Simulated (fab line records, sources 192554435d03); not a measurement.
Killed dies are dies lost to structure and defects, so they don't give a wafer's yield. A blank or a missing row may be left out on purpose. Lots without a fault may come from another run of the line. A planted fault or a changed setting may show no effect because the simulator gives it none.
Split-lot experiment | flow n5_finfet | 7 lots, 21 wafers read, on a route of 1938 steps

THE SPLIT
At N5_FIN_CUT_CUT_ETCH_15 (etches Si in HBr/Cl2/O2, target depth 100 nm, bt time 10 s, time 42.4 s), the setting time_s was moved away from the recipe's 42.4 s on 10 of the 21 wafers read, by -19.9% to +13.0%. The other wafers ran this setting at the recipe's value.

The file shows no step between the split and the reading.

THE READING
SOC_of_FIN_CUT_COAT_18.thk_nm (the simulator's own value, which no gauge read), in nm, at N5_FIN_CUT_CUT_ETCH_28 (etches Si in HBr/Cl2/O2, target depth 6 nm, time 2.4 s). The file gives no usual value for it. The 11 wafers here that ran the recipe average 169.3 nm, standard deviation 1.1 nm.

wafer  | tool, chamber at the split | time_s as run, s | against the recipe | SOC_of_FIN_CUT_COAT_18.thk_nm, nm | against lot-mates on the recipe
L074.1 | rie_si-05, 3               | 42.4             | recipe             | 170.6                             | -
L074.3 | rie_si-05, 0               | 33.98            | -19.9%             | 176.6                             | +6.0
L074.5 | rie_si-05, 2               | 33.98            | -19.9%             | 177.6                             | +7.0
L075.3 | rie_si-03, 3               | 42.4             | recipe             | 169.6                             | -
L075.4 | rie_si-03, 3               | 42.4             | recipe             | 170.4                             | -
L075.5 | rie_si-03, 2               | 42.4             | recipe             | 169.8                             | -
L079.2 | rie_si-03, 0               | 36.7             | -13.4%             | 175                               | +5.4
L079.4 | rie_si-03, 1               | 42.4             | recipe             | 169.6                             | -
L079.6 | rie_si-03, 2               | 36.7             | -13.4%             | 173.8                             | +4.2
L082.2 | rie_si-06, 3               | 47.93            | +13.0%             | 163.2                             | -4.0
L082.5 | rie_si-06, 1               | 47.93            | +13.0%             | 162.2                             | -5.0
L082.6 | rie_si-06, 2               | 42.4             | recipe             | 167.2                             | -
L086.2 | rie_si-03, 2               | 42.4             | recipe             | 169.2                             | -
L086.4 | rie_si-03, 3               | 42.4             | recipe             | 170                               | -
L086.6 | rie_si-03, 1               | 36.03            | -15.0%             | 175.8                             | +6.2
L091.1 | rie_si-05, 0               | 35.89            | -15.4%             | 173.8                             | +4.0
L091.3 | rie_si-05, 1               | 35.89            | -15.4%             | 172.6                             | +2.8
L091.4 | rie_si-05, 3               | 42.4             | recipe             | 169.8                             | -
L092.2 | rie_si-05, 0               | 42.4             | recipe             | 167.8                             | -
L092.6 | rie_si-05, 3               | 42.4             | recipe             | 167.8                             | -
L092.3 | rie_si-05, 2               | 45.89            | +8.2%              | 165                               | -2.8

THE FIT
A straight line over all 21 wafers: SOC_of_FIN_CUT_COAT_18.thk_nm changes by -0.402 nm for each +1% of time_s; r = -0.96; the points scatter about the line by 1.2 nm.
The same after taking each lot's own level away (the mean of its wafers on the recipe; 21 wafers): -0.324 nm for each +1%; r = -0.98; scatter 0.74 nm.
On that fit, the largest move of time_s shifts the reading by 6.4 nm.
The lots' own levels span 167.20 to 170.60 nm, that is 3.1 times the standard deviation above.
So the lot-to-lot level changes the slope: the two fits differ.
Check: with one of the wafers moved furthest among these (-19.9%) left out of the fit, the line predicts +6.44 nm for it against its lot-mates. It came out at +6 nm against them.

OTHER SPLITS ON THESE WAFERS
These wafers also went through other splits before the reading. Each is held against what the fit with the lots' levels taken away leaves over:
other split on the same wafers | wafers away from the commonest value | r with SOC_of_FIN_CUT_COAT_18.thk_nm (lot level and that fit taken away)
N5_WELL_APT_COAT_19 spin_rpm   | 6                                    | +0.50
N5_WELL_APT_PEB_23 peb_temp_c  | 8                                    | +0.12
N5_FIN_SAQP_ETCH_65 time_s     | 10                                   | -0.04

THE WHOLE CHAIN: every reading that the file lists as answering this split, in the file's order
step                   | what it does                                                            | reading                                                                        | change (the file's fit)               | r (the file's)
N5_FIN_CUT_CUT_ETCH_15 | etches Si in HBr/Cl2/O2, target depth 100 nm, bt time 10 s, time 42.4 s | FIN_CUT.feature_depth_nm (the simulator's own value, which no gauge read)      | +0.934 nm for each +1% of the setting | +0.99
N5_FIN_CUT_CUT_ETCH_15 | etches Si in HBr/Cl2/O2, target depth 100 nm, bt time 10 s, time 42.4 s | etch.depth_nm (the simulator's own value, which no gauge read)                 | +0.937 nm for each +1% of the setting | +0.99
N5_FIN_CUT_CUT_ETCH_15 | etches Si in HBr/Cl2/O2, target depth 100 nm, bt time 10 s, time 42.4 s | SOC_of_FIN_CUT_COAT_18.thk_nm (the simulator's own value, which no gauge read) | -0.335 nm for each +1% of the setting | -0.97
N5_FIN_CUT_CUT_ETCH_28 | etches Si in HBr/Cl2/O2, target depth 6 nm, time 2.4 s                  | SOC_of_FIN_CUT_COAT_18.thk_nm (the simulator's own value, which no gauge read) | -0.33 nm for each +1% of the setting  | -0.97

THE FILE'S OWN FIT
SOC_of_FIN_CUT_COAT_18.thk_nm changes by -0.33 nm for each +1% of time_s, r = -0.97.
